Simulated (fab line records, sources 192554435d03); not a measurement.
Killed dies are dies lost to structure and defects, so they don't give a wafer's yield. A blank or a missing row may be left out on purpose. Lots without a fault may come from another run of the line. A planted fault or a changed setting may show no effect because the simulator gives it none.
Split-lot experiment | flow n5_finfet | 7 lots, 21 wafers read, on a route of 1938 steps

THE SPLIT
At N5_BEOL_M12_ETCH_67 (etches SiARC in CF4, target depth 143 nm, time 238.3 s), the setting source_w was moved away from the recipe's 545 W on 6 of the 21 wafers read, by -9.8% to +13.2%. The other wafers ran this setting at the recipe's value.

The reading is taken at the split's own step.

THE READING
rf_vpp_V, in V, at N5_BEOL_M12_ETCH_67 (etches SiARC in CF4, target depth 143 nm, time 238.3 s). Fault-free wafers of this fab line usually give 184.1 V, standard deviation 1.1 V.

wafer  | tool, chamber at the split | source_w as run, W | against the recipe | rf_vpp_V, V | against lot-mates on the recipe
L074.3 | rie_diel-04, 1             | 598                | +9.7%              | 179.4       | -3.7
L074.4 | rie_diel-04, 2             | 598                | +9.7%              | 180.3       | -2.8
L074.6 | rie_diel-04, 0             | 545                | recipe             | 183.1       | -
L076.3 | rie_diel-06, 0             | 491.4              | -9.8%              | 191.6       | +9.7
L076.4 | rie_diel-06, 2             | 545                | recipe             | 181.9       | -
L076.6 | rie_diel-06, 0             | 491.4              | -9.8%              | 192.8       | +10.9
L081.2 | rie_diel-01, 0             | 545                | recipe             | 183.9       | -
L081.3 | rie_diel-01, 2             | 545                | recipe             | 183.8       | -
L081.4 | rie_diel-01, 3             | 545                | recipe             | 185.2       | -
L084.3 | rie_diel-01, 1             | 545                | recipe             | 183.4       | -
L084.4 | rie_diel-01, 3             | 545                | recipe             | 184.3       | -
L084.5 | rie_diel-01, 2             | 545                | recipe             | 184.6       | -
L094.4 | rie_diel-06, 0             | 617                | +13.2%             | 178.4       | -6.0
L094.5 | rie_diel-06, 3             | 545                | recipe             | 184.4       | -
L094.6 | rie_diel-06, 2             | 617                | +13.2%             | 175.9       | -8.5
L096.4 | rie_diel-06, 0             | 545                | recipe             | 184.6       | -
L096.5 | rie_diel-06, 3             | 545                | recipe             | 184.9       | -
L096.6 | rie_diel-06, 0             | 545                | recipe             | 185.4       | -
L095.1 | rie_diel-01, 3             | 545                | recipe             | 185.0       | -
L095.4 | rie_diel-01, 1             | 545                | recipe             | 184.1       | -
L095.5 | rie_diel-01, 1             | 545                | recipe             | 183.8       | -

THE FIT
A straight line over all 21 wafers: rf_vpp_V changes by -0.599 V for each +1% of source_w; r = -0.95; the points scatter about the line by 1.2 V.
The same after taking each lot's own level away (the mean of its wafers on the recipe; 21 wafers): -0.654 V for each +1%; r = -0.93; scatter 1.6 V.
On that fit, the largest move of source_w shifts the reading by 8.6 V.
The lots' own levels span 181.90 to 184.97 V, that is 2.8 times the standard deviation above.
So the lot-to-lot level changes the slope little: the two slopes agree.
Check: with one of the wafers moved furthest among these (+13.2%) left out of the fit, the line predicts -8.46 V for it against its lot-mates. It came out at -6 V against them.
Tool readings at the split's step, against how far the setting was moved: etch_rf_on_time_s r = -0.96; rf_vpp_V r = -0.95.

OTHER SPLITS ON THESE WAFERS
These wafers also went through other splits before the reading. Each is held against what the fit with the lots' levels taken away leaves over:
other split on the same wafers | wafers away from the commonest value | r with rf_vpp_V (lot level and that fit taken away)
N5_BEOL_M9_DESCUM_16 time_s    | 7                                    | +0.27
N5_BEOL_M10_ILD_DEP_00 time_s  | 2                                    | -0.02
N5_BEOL_M11_ETCH_66 time_s     | 9                                    | +0.04
N5_BEOL_M11_VIA_ETCH_34 time_s | 7                                    | +0.30
N5_BEOL_M12_ILD_DEP_00 time_s  | 7                                    | -0.47

THE WHOLE CHAIN: every reading that the file lists as answering this split, in the file's order
step                | what it does                                           | reading           | change (the file's fit)              | r (the file's)
N5_BEOL_M12_ETCH_67 | etches SiARC in CF4, target depth 143 nm, time 238.3 s | etch_rf_on_time_s | withheld for each +1% of the setting | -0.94
N5_BEOL_M12_ETCH_67 | etches SiARC in CF4, target depth 143 nm, time 238.3 s | rf_vpp_V          | -0.624 V for each +1% of the setting | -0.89

THE FILE'S OWN FIT
rf_vpp_V changes by -0.624 V for each +1% of source_w, r = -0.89.
